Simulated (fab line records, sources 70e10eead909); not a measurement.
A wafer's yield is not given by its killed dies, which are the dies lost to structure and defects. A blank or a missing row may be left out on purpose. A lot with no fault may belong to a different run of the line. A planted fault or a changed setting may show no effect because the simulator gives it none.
Matching of chambers || flow nand_harc || NHARC_A_STAIRCASE_DESCUM_443 on rie_diel-04: 4 sister chambers
The step chemistry O2, time 3 s. 4 wafers are shown with their chamber, then 10 later ones without.

EACH WAFER AND ITS CHAMBER
{"wafer": "L083.6", "chamber": 3, "drypump_motor_current_A (A)": 6.0}
{"wafer": "L086.6", "chamber": 2, "drypump_motor_current_A (A)": 6.3}
{"wafer": "L089.2", "chamber": 0, "drypump_motor_current_A (A)": 6.1}
{"wafer": "L089.3", "chamber": 1, "drypump_motor_current_A (A)": 6.7}

WAFERS WITHOUT THEIR CHAMBER
{"wafer": "L089.4", "drypump_motor_current_A (A)": 6.0}
{"wafer": "L089.1", "drypump_motor_current_A (A)": 6.3}
{"wafer": "L089.5", "drypump_motor_current_A (A)": 6.0}
{"wafer": "L089.6", "drypump_motor_current_A (A)": 6.1}
{"wafer": "L092.1", "drypump_motor_current_A (A)": 6.4}
{"wafer": "L092.3", "drypump_motor_current_A (A)": 6.8}
{"wafer": "L092.6", "drypump_motor_current_A (A)": 6.7}
{"wafer": "L094.1", "drypump_motor_current_A (A)": 6.7}
{"wafer": "L094.2", "drypump_motor_current_A (A)": 6.0}
{"wafer": "L094.4", "drypump_motor_current_A (A)": 6.3}

WHICH CHAMBER EACH WENT THROUGH
{"wafer": "L089.4", "from the rows above": 3, "in truth": 3}
{"wafer": "L089.1", "from the rows above": 2, "in truth": 2}
{"wafer": "L089.5", "from the rows above": 3, "in truth": 3}
{"wafer": "L089.6", "from the rows above": 0, "in truth": 0}
{"wafer": "L092.1", "from the rows above": 2, "in truth": 2}
{"wafer": "L092.3", "from the rows above": 1, "in truth": 1}
{"wafer": "L092.6", "from the rows above": 1, "in truth": 1}
{"wafer": "L094.1", "from the rows above": 1, "in truth": 1}
{"wafer": "L094.2", "from the rows above": 3, "in truth": 3}
{"wafer": "L094.4", "from the rows above": 2, "in truth": 2}
Placed correctly: 10 of 10. Can't be placed from these rows: 0. 0 placed wrongly.
How it was worked out, from the rows above alone: a wafer's distance from a chamber is the root of the sum, over the readings, of the square of ((its reading less the chamber's mean) divided by the reading's scatter). If the next closest chamber is less than 2 further off than the closest, the wafer can't be placed; otherwise it belongs to the closest. Each chamber's mean is taken over the wafers shown for it. The scatter: root of mean squared gap, hidden wafer to nearest shown wafer, with one shown wafer a chamber.
